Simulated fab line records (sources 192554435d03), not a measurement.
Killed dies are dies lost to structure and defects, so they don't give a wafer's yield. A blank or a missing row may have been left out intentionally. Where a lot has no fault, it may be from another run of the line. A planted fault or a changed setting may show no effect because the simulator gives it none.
fab line records    flow n5Finfet    part 2 of 2: steps 21 to 27 of 27
record: lots: 5  wafers: 15  lastDay: 18
route steps=1938 shown BEOL_M8@1349
lots that met no fault: taken from a fault-free run of the same line
startH: hours from the record's opening day to when the first of the lot's shown wafers began    waitH: how many hours have passed since the lot's step before this one    " the same as in the row above    L1.1+2: a row that stands for several wafers    - no value present, or no start provided    * or withheld: withheld    < > ~ a bound
route shown NAME@n: names a module that has steps shown in the file, with the first one's number in the route    usual: mean and standard deviation over wafers with no fault    same: alike in all rows    chamber/n: place in a boat    sites: each site's reading    _std_site: standard deviation of those values    _edge_site: inner sites' mean taken away from outer sites' mean    radiusMm: how far each site lies from the wafer's centre    mask NAME#n: copy n    behind: the last tool/chamber to shape the wafer    hold: cause of the lot's hold/its duration in hours/its outcome    device: the transistor (n, p or np) that didn't switch    end of line: the same wafers' tests at the end of the route    a step given without rows: its recipe and nothing more    killed: the dies lost at the first sort to structure and to defects; this is not the yield of the wafer    map: dies across one wafer; x = killed, . = not, _ = none there
set.NAME: setting as actually run; set.NAME@STEP: the setting as run at that earlier step    model.NAME: the simulator's own value behind a step, which no gauge read
lots at selected steps of the route; one table per step, one row per wafer
services: when a tool's chamber went out of use (startH, in hours from the record's first day, below 0 if earlier), for how many hours, and the reason
== steps ==
step: N5_BEOL_M8_ETCH_72
recipe: chemistry: N2/H2  target: underlayer  targetDepthA: 65  maskMaterial: CAR-EUV  timeS: 5.2  ionEnergyEv: 200  pressureMtorr: 30  sourceW: 840  biasW: 150  n2FlowSccm: 200  h2FlowSccm: 200  ends: cleared
usual: drypumpMotorCurrentA: 5.6/0.47  etchRfOnTimeS: 5.12/0.11  oesProductAu: 0.69/0.071  rfVppV: 524.3/2.6  showerheadPlenumPTorr: 2.55/0.094  throttleValvePct: 17.77/0.27
lot.wafer  tool        chamber  startH  waitH  drypumpMotorCurrentA  etchRfOnTimeS  oesProductAu  rfHoursCounterH  rfVppV  showerheadPlenumPTorr  throttleValvePct
L081.1     rieDiel-06  1        251.31  0.0    5.8                   5.39           0.62          165              520.8   2.44                   17.91
L081.3     "           3        "       "      6.0                   5.21           0.64          150              526.7   2.66                   17.96
L081.6     "           1        "       "      5.8                   5.32           0.64          -                521.1   2.44                   17.91
L082.3     rieDiel-05  2        252.00  0.0    5.2                   5.03           0.78          35               528.1   2.68                   17.28
L082.4     "           2        "       "      5.2                   4.97           0.77          -                528.9   2.68                   17.24
L082.6     "           0        "       "      6.4                   5.28           0.61          -                522.2   2.42                   17.86
L083.1     rieDiel-04  0        261.57  0.0    4.8                   5.13           0.68          108              521.9   2.55                   17.72
L083.2     "           3        "       "      5.8                   5.04           0.65          186              519.6   2.41                   17.94
L083.4     "           2        "       "      5.8                   5.04           0.67          112              523.6   2.58                   18.12
L087.4     rieDiel-04  2        291.32  0.0    5.8                   5.03           0.66          122              523.5   2.57                   18.14
L087.5     "           0        "       "      4.8                   5.25           0.65          -                523.4   2.54                   17.73
L087.6     "           1        "       "      5.9                   5.18           0.60          -                526.6   2.61                   17.73
L095.1     rieDiel-05  2        368.89  0.0    5.2                   4.99           0.72          70               527.3   2.66                   17.32
L095.5     "           2        "       "      5.2                   5.09           0.72          -                525.8   2.66                   17.34
L095.6     "           1        "       "      5.2                   5.06           0.73          -                525.9   2.57                   17.81
step: N5_BEOL_M8_ETCH_65
recipe: chemistry: CF4  target: SiARC  targetDepthA: 156  maskMaterial: CAR-EUV  timeS: 26  ionEnergyEv: 80  pressureMtorr: 40  sourceW: 545  biasW: 36  Ar_flow_sccm: 100  cf4FlowSccm: 100  ends: cleared
usual: drypumpMotorCurrentA: 5.6/0.47  etchRfOnTimeS: 25.6/0.58  oesProductAu: 0.69/0.072  rfVppV: 184.2/1.3  showerheadPlenumPTorr: 2.15/0.076  throttleValvePct: 15.58/0.23
lot.wafer  tool        chamber  startH  waitH  drypumpMotorCurrentA  etchRfOnTimeS  oesProductAu  rfHoursCounterH  rfVppV  showerheadPlenumPTorr  throttleValvePct
L081.1     rieDiel-06  1        251.33  0.0    5.8                   26.9           0.63          165              183.0   2.06                   15.74
L081.3     "           3        "       "      6.0                   25.7           0.65          150              185.8   2.22                   15.73
L081.6     "           1        "       "      5.8                   27.3           0.62          -                184.4   2.06                   15.73
L082.3     rieDiel-05  2        252.02  0.0    5.2                   25.1           0.77          35               186.0   2.26                   15.27
L082.4     "           2        "       "      5.2                   25.2           0.77          -                186.8   2.27                   15.24
L082.6     "           0        "       "      6.4                   26.7           0.61          -                183.2   2.04                   15.65
L083.1     rieDiel-04  0        261.58  0.0    4.7                   26.0           0.68          108              183.6   2.16                   15.43
L083.2     "           3        "       "      5.8                   25.3           0.65          186              183.1   2.05                   15.89
L083.4     "           2        "       "      5.8                   25.4           0.67          112              185.0   2.15                   15.70
L087.4     rieDiel-04  2        291.34  0.0    5.8                   24.9           0.67          122              184.2   2.15                   15.71
L087.5     "           0        "       "      4.7                   26.1           0.66          -                184.4   2.15                   15.45
L087.6     "           1        "       "      5.9                   26.0           0.60          -                184.6   2.20                   15.48
L095.1     rieDiel-05  2        368.90  0.0    5.2                   25.1           0.74          70               186.1   2.25                   15.32
L095.5     "           2        "       "      5.2                   25.2           0.73          -                185.4   2.25                   15.33
L095.6     "           1        "       "      5.1                   25.5           0.73          -                183.8   2.17                   15.65
step: N5_BEOL_M8_ETCH_66
recipe: chemistry: N2/H2  target: SOC  targetDepthA: 800  overetchA: 160  maskMaterial: SiARC  tempC: 40  timeS: 120  ionEnergyEv: 200  pressureMtorr: 30  sourceW: 840  biasW: 150  n2FlowSccm: 200  h2FlowSccm: 200
usual: drypumpMotorCurrentA: 5.6/0.48  oesProductAu: 0.61/0.059  rfVppV: 524.3/2.8  showerheadPlenumPTorr: 2.55/0.094  throttleValvePct: 17.73/0.27
lot.wafer  tool        chamber  startH  waitH  drypumpMotorCurrentA  oesProductAu  rfHoursCounterH  rfVppV  showerheadPlenumPTorr  throttleValvePct
L081.1     rieDiel-06  1        251.35  0.0    5.8                   0.58          165              519.4   2.44                   17.88
L081.3     "           3        "       "      6.1                   0.58          150              527.6   2.66                   17.91
L081.6     "           1        "       "      5.8                   0.57          -                521.3   2.44                   17.87
L082.3     rieDiel-05  2        252.05  0.0    5.2                   0.68          35               527.7   2.68                   17.21
L082.4     "           2        "       "      5.2                   0.68          -                527.0   2.68                   17.22
L082.6     "           0        "       "      6.4                   0.55          -                521.0   2.42                   17.80
L083.1     rieDiel-04  0        261.61  0.0    4.8                   0.60          108              526.0   2.55                   17.65
L083.2     "           3        "       "      5.8                   0.56          186              520.0   2.41                   17.89
L083.4     "           2        "       "      5.8                   0.59          112              524.5   2.58                   18.08
L087.4     rieDiel-04  2        291.37  0.0    5.8                   0.59          122              523.6   2.57                   18.09
L087.5     "           0        "       "      4.8                   0.60          -                525.0   2.54                   17.68
L087.6     "           1        "       "      6.0                   0.54          -                527.0   2.61                   17.67
L095.1     rieDiel-05  2        368.93  0.0    5.2                   0.65          70               529.2   2.66                   17.29
L095.5     "           2        "       "      5.2                   0.65          -                528.1   2.66                   17.27
L095.6     "           1        "       "      5.2                   0.65          -                525.6   2.57                   17.77
step: N5_BEOL_M8_STRIP_69
recipe: chemistry: N2/H2  tempC: 40  n2FlowSccm: 200  h2FlowSccm: 200  rfFrequencyHz: 6e+07
lot.wafer   tool        chamber  startH  waitH
L081.1+3+6  rieDiel-06  1,3,1    251.43  0.0
L082.3+4+6  rieDiel-05  2,2,0    252.13  0.0
L083.1+2+4  rieDiel-04  0,3,2    261.69  0.0
L087.4+5+6  rieDiel-04  2,0,1    291.45  0.0
L095.1+5+6  rieDiel-05  2,2,1    369.01  0.0
step: N5_BEOL_M8_STRIP_73
recipe: chemistry: N2/H2  tempC: 40  n2FlowSccm: 200  h2FlowSccm: 200  rfFrequencyHz: 6e+07
lot.wafer   tool        chamber  startH  waitH
L081.1+3+6  rieDiel-06  1,3,1    251.44  0.0
L082.3+4+6  rieDiel-05  2,2,0    252.14  0.0
L083.1+2+4  rieDiel-04  0,3,2    261.70  0.0
L087.4+5+6  rieDiel-04  2,0,1    291.46  0.0
L095.1+5+6  rieDiel-05  2,2,1    369.02  0.0
step: N5_BEOL_M8_VIA_ETCH_34
recipe: chemistry: C4F6/O2  target: SiCOH_lowk  targetDepthA: 1255  maskMaterial: SOC  taperDeg: 4  timeS: 50.5  ionEnergyEv: 250  pressureMtorr: 30  sourceW: 345  biasW: 185  Ar_flow_sccm: 300  C4F6_flow_sccm: 10  O2_flow_sccm: 10
usual: O2_flow_sccm: 10.001/0.026  drypumpMotorCurrentA: 5.6/0.47  oesProductAu: 0.80/0.083  rfVppV: 673/16  showerheadPlenumPTorr: 2.86/0.099  throttleValvePct: 20.85/0.28
lot.wafer  tool        chamber  startH  waitH  O2_flow_sccm  drypumpMotorCurrentA  oesProductAu  rfHoursCounterH  rfVppV  showerheadPlenumPTorr  throttleValvePct
L081.1     rieDiel-06  1        251.45  0.0    10.028        5.8                   0.74          165              690     2.74                   21.01
L081.3     "           3        "       "      10.039        6.0                   0.76          150              658     2.96                   21.02
L081.6     "           1        "       "      10.015        5.8                   0.74          -                691     2.74                   21.01
L082.3     rieDiel-05  2        252.15  0.0    10.033        5.2                   0.91          35               663     3.00                   20.43
L082.4     "           2        "       "      9.995         5.2                   0.90          -                661     3.00                   20.41
L082.6     "           0        "       "      10.023        6.4                   0.72          -                655     2.72                   20.92
L083.1     rieDiel-04  0        261.71  0.0    9.936         4.8                   0.79          108              695     2.87                   20.74
L083.2     "           3        "       "      9.989         5.8                   0.75          186              664     2.72                   21.11
L083.4     "           2        "       "      9.995         5.8                   0.78          112              679     2.87                   21.08
L087.4     rieDiel-04  2        291.47  0.0    9.959         5.8                   0.78          122              680     2.87                   21.10
L087.5     "           0        "       "      10.018        4.8                   0.78          -                694     2.86                   20.77
L087.6     "           1        "       "      10.013        5.9                   0.71          -                691     2.92                   20.63
L095.1     rieDiel-05  2        369.03  0.0    10.017        5.2                   0.85          70               660     2.98                   20.49
L095.5     "           2        "       "      9.940         5.2                   0.85          -                660     2.98                   20.48
L095.6     "           1        "       "      9.935         5.1                   0.84          -                689     2.91                   21.15
step: N5_BEOL_M8_STRIP_76
recipe: chemistry: C4F6/O2  resist: SiARC  rfFrequencyHz: 6e+07
lot.wafer   tool        chamber  startH  waitH
L081.1+3+6  rieDiel-06  1,3,1    251.50  0.0
L082.3+4+6  rieDiel-05  2,2,0    252.19  0.0
L083.1+2+4  rieDiel-04  0,3,2    261.75  0.0
L087.4+5+6  rieDiel-04  2,0,1    291.51  0.0
L095.1+5+6  rieDiel-05  2,2,1    369.07  0.0
== services ==
tool           chamber  startH  hours  kind
rieDiel-04     2        227.60  7.5    repair
euvScanner-01  -        227.78  1.0    pm
rieDiel-05     3        240.19  -      clean
rieDiel-05     3        240.19  -      consumableReplace:focusRing
rieDiel-05     3        240.19  20.8   scheduledDown
rieDiel-05     3        240.19  20.8   ventCycle
rieDiel-04     -        246.59  4.3    pm
euvScanner-02  -        261.29  1.0    pm
rieMetal-02    1        263.17  -      clean
rieDiel-04     3        270.27  1.4    repair
lithoTrack-05  -        275.59  -      consumableReplace:filter
rieDiel-05     1        276.52  6.8    repair
euvScanner-02  0        277.17  -      calibration
euvScanner-01  -        283.93  1.0    pm
rieMetal-02    -        308.24  2.8    pm
rieMetal-02    0        311.09  7.3    repair
rieDiel-05     2        314.84  9.9    repair
euvScanner-02  -        317.41  1.0    pm
euvScanner-01  0        334.25  -      calibration
rieMetal-02    -        334.54  0.1    repair
euvScanner-01  -        340.08  1.0    pm
rieDiel-04     -        349.59  0.2    repair
euvScanner-01  -        351.76  4.6    pm
rieDiel-04     1        363.68  6.5    repair
